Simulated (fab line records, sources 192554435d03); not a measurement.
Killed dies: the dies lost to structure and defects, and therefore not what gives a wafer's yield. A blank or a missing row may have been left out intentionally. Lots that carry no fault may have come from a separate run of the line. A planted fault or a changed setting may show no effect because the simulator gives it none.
What tool caused it?	flow n5 finfet	11 lots, 33 wafers sampled, at 1 step of a route of 1938

## WHAT THE GAUGES READ, wafer by wafer
N5_BEOL_M6_CD_MEAS_18: pitch 80 nm, target cd 40 nm.
lot	measured	on	cd nm (nm)
L075	day 10 21:21	cd sem-02	41.3 41.1 40.7
L077	day 11 06:22	cd sem-02	37.8 38.6 38.2
L082	day 12 03:24	cd sem-03	39.3 38.8 40.2
L081	day 12 11:56	cd sem-01	39.6 40.9 41.0
L084	day 12 21:15	cd sem-02	41.6 41.4 41.8
L088	day 13 12:31	cd sem-02	40.3 41.4 41.5
L089	day 14 03:35	cd sem-02	39.4 39.3 40.0
L091	day 14 06:16	cd sem-02	40.8 40.1 40.3
L092	day 15 03:57	cd sem-02	41.4 40.0 41.0
L096	day 15 20:51	cd sem-03	41.0 39.8 41.0
L097	day 16 06:25	cd sem-03	38.6 39.6 38.3

## WHICH TOOL RAN EACH LOT (tool, then ch and the chambers of the sampled wafers, then the start)
Before these readings, the record contains no process step.

## THE ANSWER, worked out from the rows above alone
Rule: the lots themselves supply what counts as usual. The widest of any qualifying gaps counts: lots, ordered by their means at a reading, are off when they make up no more than a third of the lots, leave a main group of 4 or more, and stand apart from it by 3 or more times the standard deviation of that group's means. Not used: any main group whose means are identical at the precision the tables above print for the reading. Also off: a lot with no number at a reading for which 4 or more lots have one. Any other lot the step has rows for is counted as sound.
No lot is off on any of the readings shown, so nothing can be concluded from this.

## WHAT THE SIMULATOR HAD INSERTED
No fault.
